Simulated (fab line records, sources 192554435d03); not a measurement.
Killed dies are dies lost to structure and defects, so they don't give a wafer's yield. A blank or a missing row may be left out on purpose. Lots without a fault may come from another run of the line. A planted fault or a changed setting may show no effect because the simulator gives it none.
Chamber matching | flow n5_finfet | N5_GATE_CUT_CMP_61 on cmp-03: 4 sister chambers
The step polishes, stops on SiNx, t overpolish 3 s. 20 wafers are shown with their chamber, then 10 later ones without.

WAFERS WITH THEIR CHAMBER
wafer  | chamber | motor_current_A (A)
L078.1 | 0       | 12.2
L078.2 | 1       | 10.5
L078.4 | 3       | 10.0
L080.1 | 1       | 10.4
L080.5 | 0       | 12.0
L080.6 | 3       | 10.7
L081.2 | 1       | 10.6
L081.3 | 0       | 12.2
L081.5 | 1       | 10.4
L082.1 | 0       | 12.5
L082.4 | 2       | 12.5
L082.6 | 3       | 10.9
L087.3 | 1       | 10.7
L087.4 | 3       | 10.7
L087.6 | 3       | 10.8
L089.4 | 3       | 11.2
L089.5 | 1       | 10.4
L089.6 | 2       | 12.5
L091.1 | 2       | 12.4
L091.4 | 3       | 10.5

SIGNATURES (means of the wafers above)
reading         | chamber 0 | chamber 1 | chamber 2 | chamber 3 | scatter within a chamber
motor_current_A | 12.225    | 10.500    | 12.467    | 10.686    | 0.255
Rule: a wafer's distance from a chamber is the root of the sum, over the readings, of the square of ((its reading less the chamber's mean) divided by the reading's scatter). The wafer belongs to the nearest chamber; if the next one is less than 2 further off, it can't be placed. The scatter: the root of (the sum of the squares of (reading less its chamber's mean) over the shown wafers, divided by (wafers less chambers)).

WAFERS WITHOUT THEIR CHAMBER
wafer  | motor_current_A (A)
L091.5 | 12.8
L092.1 | 10.2
L092.3 | 12.3
L092.6 | 13.0
L093.2 | 11.1
L093.4 | 12.5
L093.6 | 12.6
L096.1 | 12.5
L096.2 | 10.6
L096.6 | 10.8

WHICH CHAMBER EACH WENT THROUGH
wafer  | from the rows above     | in truth
L091.5 | can't be placed: 2 or 0 | 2
L092.1 | can't be placed: 1 or 3 | 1
L092.3 | can't be placed: 0 or 2 | 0
L092.6 | can't be placed: 2 or 0 | 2
L093.2 | can't be placed: 3 or 1 | 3
L093.4 | can't be placed: 2 or 0 | 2
L093.6 | can't be placed: 2 or 0 | 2
L096.1 | can't be placed: 2 or 0 | 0
L096.2 | can't be placed: 3 or 1 | 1
L096.6 | can't be placed: 3 or 1 | 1
Placed correctly: 0 of 10. Can't be placed from these rows: 10 (the true chamber is among the candidates in 10). Placed wrongly: 0.
